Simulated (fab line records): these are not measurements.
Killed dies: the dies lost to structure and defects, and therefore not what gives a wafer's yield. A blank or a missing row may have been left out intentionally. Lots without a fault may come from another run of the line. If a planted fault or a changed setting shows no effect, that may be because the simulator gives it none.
Split-lot experiment || flow n5 finfet || on a route of 1938 steps: 7 lots, 39 wafers read

== THE SPLIT ITSELF ==
At N5_SD_EPI_N_DEVELOP_08 (develop time 30 s), the setting develop time s was moved away from the recipe's 30 s on 9 of the 39 wafers read, by -54.9% to +36.6%. The other wafers ran this setting at the recipe's value.

The file shows no step between the split and the reading.

== THE READING ==
SD_EPI_N.cd nm (the simulator's own value, which no gauge read), in nm, at N5_SD_EPI_N_DESCUM_14 (chemistry O2, time 7.9 s). No usual value for it is given in the file. Across the 30 wafers here that went through the recipe, the average is 119.5 nm and the standard deviation 0.59 nm.

{"wafer": "L074.1", "tool, chamber at the split": "litho track-04, 0", "develop time s as run, s": 30, "against the recipe": "recipe", "SD_EPI_N.cd nm, nm": 119.4, "against lot-mates on the recipe": "-"}
{"wafer": "L074.5", "tool, chamber at the split": "litho track-04, 0", "develop time s as run, s": 30, "against the recipe": "recipe", "SD_EPI_N.cd nm, nm": 119.4, "against lot-mates on the recipe": "-"}
{"wafer": "L074.2", "tool, chamber at the split": "litho track-04, 0", "develop time s as run, s": 30, "against the recipe": "recipe", "SD_EPI_N.cd nm, nm": 120, "against lot-mates on the recipe": "-"}
{"wafer": "L074.3", "tool, chamber at the split": "litho track-04, 0", "develop time s as run, s": 30, "against the recipe": "recipe", "SD_EPI_N.cd nm, nm": 120.4, "against lot-mates on the recipe": "-"}
{"wafer": "L074.4", "tool, chamber at the split": "litho track-04, 0", "develop time s as run, s": 30, "against the recipe": "recipe", "SD_EPI_N.cd nm, nm": 119, "against lot-mates on the recipe": "-"}
{"wafer": "L074.6", "tool, chamber at the split": "litho track-04, 0", "develop time s as run, s": 30, "against the recipe": "recipe", "SD_EPI_N.cd nm, nm": 119.8, "against lot-mates on the recipe": "-"}
{"wafer": "L081.1", "tool, chamber at the split": "litho track-03, 0", "develop time s as run, s": 30, "against the recipe": "recipe", "SD_EPI_N.cd nm, nm": 119.6, "against lot-mates on the recipe": "-"}
{"wafer": "L081.4", "tool, chamber at the split": "litho track-03, 0", "develop time s as run, s": 30, "against the recipe": "recipe", "SD_EPI_N.cd nm, nm": 119.6, "against lot-mates on the recipe": "-"}
{"wafer": "L081.2", "tool, chamber at the split": "litho track-03, 0", "develop time s as run, s": 30, "against the recipe": "recipe", "SD_EPI_N.cd nm, nm": 120, "against lot-mates on the recipe": "-"}
{"wafer": "L081.6", "tool, chamber at the split": "litho track-03, 0", "develop time s as run, s": 30, "against the recipe": "recipe", "SD_EPI_N.cd nm, nm": 120, "against lot-mates on the recipe": "-"}
{"wafer": "L081.3", "tool, chamber at the split": "litho track-03, 0", "develop time s as run, s": 30, "against the recipe": "recipe", "SD_EPI_N.cd nm, nm": 119.8, "against lot-mates on the recipe": "-"}
{"wafer": "L081.5", "tool, chamber at the split": "litho track-03, 0", "develop time s as run, s": 30, "against the recipe": "recipe", "SD_EPI_N.cd nm, nm": 119.4, "against lot-mates on the recipe": "-"}
{"wafer": "L083.1", "tool, chamber at the split": "litho track-04, 0", "develop time s as run, s": 30, "against the recipe": "recipe", "SD_EPI_N.cd nm, nm": 119, "against lot-mates on the recipe": "-"}
{"wafer": "L083.4", "tool, chamber at the split": "litho track-04, 0", "develop time s as run, s": 30, "against the recipe": "recipe", "SD_EPI_N.cd nm, nm": 119.2, "against lot-mates on the recipe": "-"}
{"wafer": "L083.5", "tool, chamber at the split": "litho track-04, 0", "develop time s as run, s": 30, "against the recipe": "recipe", "SD_EPI_N.cd nm, nm": 119.6, "against lot-mates on the recipe": "-"}
{"wafer": "L084.1", "tool, chamber at the split": "litho track-03, 0", "develop time s as run, s": 30, "against the recipe": "recipe", "SD_EPI_N.cd nm, nm": 120, "against lot-mates on the recipe": "-"}
{"wafer": "L084.2", "tool, chamber at the split": "litho track-03, 0", "develop time s as run, s": 36.58, "against the recipe": "+21.9%", "SD_EPI_N.cd nm, nm": 121.2, "against lot-mates on the recipe": "+0.7"}
{"wafer": "L084.3", "tool, chamber at the split": "litho track-03, 0", "develop time s as run, s": 36.58, "against the recipe": "+21.9%", "SD_EPI_N.cd nm, nm": 120.4, "against lot-mates on the recipe": -0.1}
{"wafer": "L084.4", "tool, chamber at the split": "litho track-03, 0", "develop time s as run, s": 30, "against the recipe": "recipe", "SD_EPI_N.cd nm, nm": 120.4, "against lot-mates on the recipe": "-"}
{"wafer": "L084.5", "tool, chamber at the split": "litho track-03, 0", "develop time s as run, s": 36.58, "against the recipe": "+21.9%", "SD_EPI_N.cd nm, nm": 120.2, "against lot-mates on the recipe": -0.3}
{"wafer": "L084.6", "tool, chamber at the split": "litho track-03, 0", "develop time s as run, s": 30, "against the recipe": "recipe", "SD_EPI_N.cd nm, nm": 121, "against lot-mates on the recipe": "-"}
{"wafer": "L085.1", "tool, chamber at the split": "litho track-04, 0", "develop time s as run, s": 30, "against the recipe": "recipe", "SD_EPI_N.cd nm, nm": 118, "against lot-mates on the recipe": "-"}
{"wafer": "L085.2", "tool, chamber at the split": "litho track-04, 0", "develop time s as run, s": 30, "against the recipe": "recipe", "SD_EPI_N.cd nm, nm": 120, "against lot-mates on the recipe": "-"}
{"wafer": "L085.3", "tool, chamber at the split": "litho track-04, 0", "develop time s as run, s": 30, "against the recipe": "recipe", "SD_EPI_N.cd nm, nm": 119.4, "against lot-mates on the recipe": "-"}
{"wafer": "L085.4", "tool, chamber at the split": "litho track-04, 0", "develop time s as run, s": 30, "against the recipe": "recipe", "SD_EPI_N.cd nm, nm": 119.6, "against lot-mates on the recipe": "-"}
{"wafer": "L085.5", "tool, chamber at the split": "litho track-04, 0", "develop time s as run, s": 30, "against the recipe": "recipe", "SD_EPI_N.cd nm, nm": 118.6, "against lot-mates on the recipe": "-"}
{"wafer": "L085.6", "tool, chamber at the split": "litho track-04, 0", "develop time s as run, s": 30, "against the recipe": "recipe", "SD_EPI_N.cd nm, nm": 119, "against lot-mates on the recipe": "-"}
{"wafer": "L088.1", "tool, chamber at the split": "litho track-04, 0", "develop time s as run, s": 30, "against the recipe": "recipe", "SD_EPI_N.cd nm, nm": 118.8, "against lot-mates on the recipe": "-"}
{"wafer": "L088.5", "tool, chamber at the split": "litho track-04, 0", "develop time s as run, s": 30, "against the recipe": "recipe", "SD_EPI_N.cd nm, nm": 118.8, "against lot-mates on the recipe": "-"}
{"wafer": "L088.2", "tool, chamber at the split": "litho track-04, 0", "develop time s as run, s": 40.97, "against the recipe": "+36.6%", "SD_EPI_N.cd nm, nm": 121.4, "against lot-mates on the recipe": "+2.3"}
{"wafer": "L088.3", "tool, chamber at the split": "litho track-04, 0", "develop time s as run, s": 40.97, "against the recipe": "+36.6%", "SD_EPI_N.cd nm, nm": 122.2, "against lot-mates on the recipe": "+3.1"}
{"wafer": "L088.4", "tool, chamber at the split": "litho track-04, 0", "develop time s as run, s": 40.97, "against the recipe": "+36.6%", "SD_EPI_N.cd nm, nm": 120.6, "against lot-mates on the recipe": "+1.5"}
{"wafer": "L088.6", "tool, chamber at the split": "litho track-04, 0", "develop time s as run, s": 30, "against the recipe": "recipe", "SD_EPI_N.cd nm, nm": 119.8, "against lot-mates on the recipe": "-"}
{"wafer": "L091.1", "tool, chamber at the split": "litho track-05, 0", "develop time s as run, s": 13.52, "against the recipe": "-54.9%", "SD_EPI_N.cd nm, nm": 115, "against lot-mates on the recipe": -4.3}
{"wafer": "L091.2", "tool, chamber at the split": "litho track-05, 0", "develop time s as run, s": 30, "against the recipe": "recipe", "SD_EPI_N.cd nm, nm": 119.2, "against lot-mates on the recipe": "-"}
{"wafer": "L091.3", "tool, chamber at the split": "litho track-05, 0", "develop time s as run, s": 30, "against the recipe": "recipe", "SD_EPI_N.cd nm, nm": 119.4, "against lot-mates on the recipe": "-"}
{"wafer": "L091.5", "tool, chamber at the split": "litho track-05, 0", "develop time s as run, s": 30, "against the recipe": "recipe", "SD_EPI_N.cd nm, nm": 119.4, "against lot-mates on the recipe": "-"}
{"wafer": "L091.4", "tool, chamber at the split": "litho track-05, 0", "develop time s as run, s": 13.52, "against the recipe": "-54.9%", "SD_EPI_N.cd nm, nm": 115.2, "against lot-mates on the recipe": -4.1}
{"wafer": "L091.6", "tool, chamber at the split": "litho track-05, 0", "develop time s as run, s": 13.52, "against the recipe": "-54.9%", "SD_EPI_N.cd nm, nm": 114.8, "against lot-mates on the recipe": -4.5}

FIT RESULTS
A straight line over all 39 wafers: SD_EPI_N.cd nm changes by +0.0706 nm for each +1% of develop time s; r = +0.91; the points scatter about the line by 0.64 nm.
The same after taking each lot's own level away (the mean of its wafers on the recipe; 39 wafers): +0.0671 nm for each +1%; r = +0.91; scatter 0.6 nm.
On that fit, the largest move of develop time s shifts the reading by 3.7 nm.
From 119.10 to 120.47 nm: that is the span of the lots' own levels, equal to 2.3 times the standard deviation above.
Consequently the slope shifts little with the lot-to-lot level, the two slopes agreeing.
Check: with one of the wafers moved furthest among these (-54.9%) left out of the fit, the line predicts -3.7 nm for it against its lot-mates. Against them it came out at -4.33 nm.

== OTHER SPLITS APPLIED TO THESE WAFERS ==
Other splits were also applied to these wafers ahead of the reading. Each is held against what the fit with the lots' levels taken away leaves over:
{"other split on the same wafers": "N5_FIN_SAQP_DEVELOP_15 develop time s", "wafers away from the commonest value": 18, "r with SD_EPI_N.cd nm (lot level and that fit taken away)": -0.35}

== THE FILE'S OWN FIT ==
SD_EPI_N.cd nm changes by +0.067 nm for each +1% of develop time s, r = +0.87.
